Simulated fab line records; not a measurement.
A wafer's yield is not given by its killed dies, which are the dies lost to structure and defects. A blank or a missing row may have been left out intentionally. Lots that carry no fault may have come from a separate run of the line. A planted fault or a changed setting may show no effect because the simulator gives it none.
Which tool is to blame?	flow nand-harc	Sampling: 14 lots, 42 wafers, 5 of 1302 route steps

== WHAT THE GAUGES READ, wafer by wafer ==
NHARC_END_SORT_01. Usual: for defect-limited-yield, 90.6 % with a standard deviation of 2.7; for killed-at-array, 59 with a standard deviation of 19; for killed-at-other, 0.6 with a standard deviation of 0.85; for killed-at-periphery, 3.8 with a standard deviation of 2.5; for killed-dies, 64 with a standard deviation of 19; for killed-open, 3.3 with a standard deviation of 1.8; for killed-short, 2.2 with a standard deviation of 1.6.
lot	measured	on	defect-limited-yield (%)	killed-at-array	killed-at-other	killed-at-periphery	killed-dies	killed-open	killed-short	flag
L819	day 24 13:49	prober-02	98.2 96.6 96.5	8 19 17	0 1 1	4 3 6	12 23 24	3 2 3	1 3 3	
L820	day 24 13:50	prober-01	89.7 89.1 91.7	64 67 49	1 1 0	5 6 7	70 74 56	4 4 6	0 0 2	
L821	day 25 01:04	prober-01	95.1 95.1 93.8	29 31 35	0 0 0	4 2 7	33 33 42	4 3 4	2 3 3	
L822	day 25 20:01	prober-02	90.3 88.5 89.8	64 74 62	0 2 0	2 2 7	66 78 69	3 1 1	2 5 3	
L826	day 27 22:08	prober-01	90.7 88.8 91.0	58 70 59	1 2 0	4 4 2	63 76 61	4 4 0	1 4 2	
L828	day 27 21:23	prober-02	92.0 91.0 90.5	51 53 61	1 2 2	2 6 1	54 61 64	6 4 3	2 5 7	
L835	day 31 16:59	prober-02	90.8 90.7 91.1	60 58 55	0 0 1	2 5 4	62 63 60	1 7 3	3 3 2	
L836	day 31 08:21	prober-01	87.9 89.2 88.8	77 72 71	3 1 1	2 0 4	82 73 76	2 2 1	2 0 0	
L837	day 32 18:33	prober-01	90.4 88.8 88.2	56 73 73	0 0 1	9 3 6	65 76 80	4 2 4	3 4 3	
L838	day 32 20:58	prober-02	95.9 96.0 94.5	25 24 31	0 1 0	3 2 6	28 27 37	4 4 7	0 1 3	
L839	day 33 12:43	prober-01	92.5 90.8 92.6	46 60 47	1 0 0	4 2 3	51 62 50	1 3 4	1 2 3	
L840	day 33 06:34	prober-01	91.6 89.8 90.5	51 63 60	2 0 2	4 6 2	57 69 64	4 2 2	1 3 3	
L841	day 33 04:46	prober-02	93.4 91.9 92.0	40 51 52	1 2 0	4 2 2	45 55 54	3 3 5	3 2 2	
L842	day 33 12:42	prober-02	88.9 90.1 88.2	62 55 73	0 0 1	13 12 6	75 67 80	6 1 6	1 7 1	

== TOOL THAT RAN EACH LOT (tool first, then ch and the chambers of the sampled wafers, then the start) ==
lot	NHARC_P_M0_PRE_CLEAN_29	NHARC_P_M0_ANNEAL_30	NHARC_P_M0_PRE_CLEAN_31	NHARC_P_M1_SOFTBAKE_04
L819	pvd-sputter-02, day 6 07:35 or earlier	rtp-anneal-02 ch 0, day 6 07:35	pecvd-04 ch 0,1, day 6 08:28	litho-track-04 ch 0, day 6 09:00
L820	pvd-sputter-02, day 6 10:59 or earlier	rtp-anneal-01 ch 0, day 6 10:59	pecvd-04 ch 0,1,2, day 6 11:50	litho-track-01 ch 0, day 6 12:00
L821	pvd-sputter-01, day 7 01:03 or earlier	rtp-anneal-01 ch 0, day 7 01:03	pecvd-03 ch 0,1,2, day 7 01:56	litho-track-01 ch 0, day 7 02:00
L822	pvd-sputter-03, day 7 12:33 or earlier	rtp-anneal-02 ch 0, day 7 12:33	pecvd-01 ch 1,2, day 7 13:26	litho-track-04 ch 0, day 7 14:00
L826	pvd-sputter-03, day 9 12:05	rtp-anneal-01 ch 0, day 9 13:04	pecvd-01 ch 0,2, day 9 13:52	litho-track-01 ch 0, day 9 14:00
L828	pvd-sputter-01, day 9 23:24 or earlier	rtp-anneal-02 ch 0, day 9 23:24	pecvd-03 ch 0,1,2, day 10 00:14	litho-track-01 ch 0, day 10 01:00
L835	pvd-sputter-03, day 13 00:58 or earlier	rtp-anneal-01 ch 0, day 13 00:58	pecvd-04 ch 1,2, day 13 01:48	litho-track-06 ch 0, day 13 02:00
L836	pvd-sputter-03, day 13 02:55 or earlier	rtp-anneal-01 ch 0, day 13 02:55	pecvd-03 ch 1,2, day 13 03:45	litho-track-04 ch 0, day 13 04:00
L837	pvd-sputter-02, day 13 11:08 or earlier	rtp-anneal-02 ch 0, day 13 11:08	pecvd-01 ch 0,1,2, day 13 11:59	litho-track-01 ch 0, day 13 12:00
L838	pvd-sputter-03, day 13 22:35 or earlier	rtp-anneal-01 ch 0, day 13 22:35	pecvd-04 ch 0,2, day 13 23:29	litho-track-06 ch 0, day 14 00:00
L839	pvd-sputter-02, day 14 14:34 or earlier	rtp-anneal-01 ch 0, day 14 14:34	pecvd-03 ch 0,1,2, day 14 15:28	litho-track-01 ch 0, day 14 16:00
L840	pvd-sputter-03, day 14 18:11 or earlier	rtp-anneal-01 ch 0, day 14 18:11	pecvd-04 ch 0,1,2, day 14 18:58	litho-track-04 ch 0, day 14 19:00
L841	pvd-sputter-02, day 15 06:49 or earlier	rtp-anneal-01 ch 0, day 15 06:49	pecvd-03 ch 0,2, day 15 07:43	litho-track-04 ch 0, day 15 08:00
L842	pvd-sputter-01, day 15 16:47 or earlier	rtp-anneal-02 ch 0, day 15 16:47	pecvd-03 ch 0,2, day 15 17:40	litho-track-01 ch 0, day 15 18:00
- NHARC_P_M0_PRE_CLEAN_29: time 30 s.
- NHARC_P_M0_ANNEAL_30: time 90 s.
- NHARC_P_M0_PRE_CLEAN_31: time 12 s.
- NHARC_P_M1_SOFTBAKE_04: time 55 s.

== WHAT THE TOOLS THEMSELVES READ (means of the sampled wafers that have a number; where no wafer has one, the mark that the record gives instead) ==
NHARC_P_M0_PRE_CLEAN_29. Usual: heater-power-w reads 405 W (standard deviation 51).
lot	tool	heater-power-w (W)	flag
L819	pvd-sputter-02	391	
L820	pvd-sputter-02	439	
L821	pvd-sputter-01	421	
L822	pvd-sputter-03	407	
L826	pvd-sputter-03	349	
L828	pvd-sputter-01	393	
L835	pvd-sputter-03	398	
L836	pvd-sputter-03	369	
L837	pvd-sputter-02	434	
L838	pvd-sputter-03	417	
L839	pvd-sputter-02	393	
L840	pvd-sputter-03	372	
L841	pvd-sputter-02	441	
L842	pvd-sputter-01	393	

NHARC_P_M0_ANNEAL_30. Usual: anneal-temp-c 225.02 C, standard deviation 0.17; wafer_temp_C_max 225.94, standard deviation 0.28.
lot	tool	anneal-temp-c (C)	wafer_temp_C_max	flag
L819	rtp-anneal-02	224.99	225.60	
L820	rtp-anneal-01	225.04	225.96	
L821	rtp-anneal-01	225.06	225.83	
L822	rtp-anneal-02	224.87	225.89	
L826	rtp-anneal-01	224.87	226.25	
L828	rtp-anneal-02	225.05	225.96	
L835	rtp-anneal-01	224.89	225.98	
L836	rtp-anneal-01	224.86	226.01	
L837	rtp-anneal-02	225.11	225.87	
L838	rtp-anneal-01	224.91	226.35	
L839	rtp-anneal-01	224.90	226.31	
L840	rtp-anneal-01	224.92	226.20	
L841	rtp-anneal-01	225.06	226.39	
L842	rtp-anneal-02	224.95	225.90	

NHARC_P_M0_PRE_CLEAN_31. Usual: heater-power-w reads 620 W (standard deviation 84).
lot	tool	heater-power-w (W)	flag
L819	pecvd-04	592	
L820	pecvd-04	657	
L821	pecvd-03	571	
L822	pecvd-01	634	
L826	pecvd-01	587	
L828	pecvd-03	550	
L835	pecvd-04	768	
L836	pecvd-03	553	
L837	pecvd-01	653	
L838	pecvd-04	620	
L839	pecvd-03	583	
L840	pecvd-04	704	
L841	pecvd-03	548	
L842	pecvd-03	587	

NHARC_P_M1_SOFTBAKE_04. Usual: heater-power-total-W reads 188.45 W (standard deviation 0.13).
lot	tool	heater-power-total-W (W)	flag
L819	litho-track-04	188.40	
L820	litho-track-01	188.39	
L821	litho-track-01	188.38	
L822	litho-track-04	188.45	
L826	litho-track-01	191.00	OFF
L828	litho-track-01	190.96	OFF
L835	litho-track-06	188.50	
L836	litho-track-04	188.41	
L837	litho-track-01	188.40	
L838	litho-track-06	188.44	
L839	litho-track-01	188.50	
L840	litho-track-04	188.44	
L841	litho-track-04	188.32	
L842	litho-track-01	188.37	

== THE ANSWER, worked out from the rows above alone ==
Rule: lot off if the mean of its wafers having a number is beyond 3 standard deviations from the usual mean. A lot without any number at a reading at which 4 lots or more have one is off too. Where the step has rows for the other lots, those lots are counted as sound. After the gauges, taken in route order, come the tools' own readings; for these a lot's mean is taken, as printed above. At the first step where some lot is off, the reading lying furthest off is the one used; lots without a number count as furthest.
Off: L826, L828 (NHARC_P_M1_SOFTBAKE_04, heater-power-total-W).
If a tool, at that step or one of the process steps before it, ran each lot that is off and ran no sound lot following the first of them, it fits. NHARC_P_M0_PRE_CLEAN_29: start missing for some lots; hours and lot order therefore follow NHARC_P_M0_ANNEAL_30. None of those tried fits.

== WHAT HAD BEEN PUT IN BY THE SIMULATOR ==
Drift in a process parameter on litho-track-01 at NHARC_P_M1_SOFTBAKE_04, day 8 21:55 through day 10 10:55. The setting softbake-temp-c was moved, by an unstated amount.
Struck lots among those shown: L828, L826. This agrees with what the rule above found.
